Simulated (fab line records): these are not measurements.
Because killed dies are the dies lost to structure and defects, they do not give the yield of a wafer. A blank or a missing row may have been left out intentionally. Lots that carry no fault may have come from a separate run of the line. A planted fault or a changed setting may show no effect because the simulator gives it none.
Chamber matching	flow nand_harc	NHARC_A_WL_FILL_ALD_00 on ald_hk-02: 4 sister chambers
The step deposits Al2O3, target thk 3 nm, pulse time 3 s, ald cycles 30. 4 wafers are shown with their chamber, then 12 later ones without.

== WAFERS PAIRED WITH THEIR CHAMBERS ==
wafer	chamber	heater_power_w (W)
L086.3	0	525
L089.1	3	388
L089.2	2	481
L089.5	1	499

== WAFERS WITHOUT THEIR CHAMBER ==
wafer	heater_power_w (W)
L091.3	506
L091.4	473
L091.5	512
L090.1	513
L090.3	482
L090.6	514
L093.4	489
L093.5	513
L093.6	398
L096.3	509
L096.5	514
L096.6	507

== WHICH CHAMBER EACH ONE RAN IN ==
wafer	from the rows above	in truth
L091.3	can't be placed: 1 or 0 or 2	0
L091.4	can't be placed: 2 or 1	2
L091.5	can't be placed: 0 or 1 or 2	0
L090.1	can't be placed: 0 or 1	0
L090.3	can't be placed: 2 or 1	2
L090.6	can't be placed: 0 or 1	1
L093.4	can't be placed: 2 or 1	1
L093.5	can't be placed: 0 or 1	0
L093.6	3	3
L096.3	can't be placed: 1 or 0 or 2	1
L096.5	can't be placed: 0 or 1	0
L096.6	can't be placed: 1 or 0 or 2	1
Correctly placed: 1 of 12. Unplaceable from these rows: 11, with the true chamber sitting among the candidates in 11. 0 placed wrongly.
How it was worked out, from the rows above alone: a wafer's distance from a chamber is the root of the sum, over the readings, of the square of ((its reading less the chamber's mean) divided by the reading's scatter). If the next closest chamber is less than 2 further off than the closest, the wafer can't be placed; otherwise it belongs to the closest. For every chamber, the mean is computed from those of its wafers that are shown. The scatter: with one shown wafer a chamber, the root of the mean of the squares of how far each hidden wafer lies from its nearest shown one.
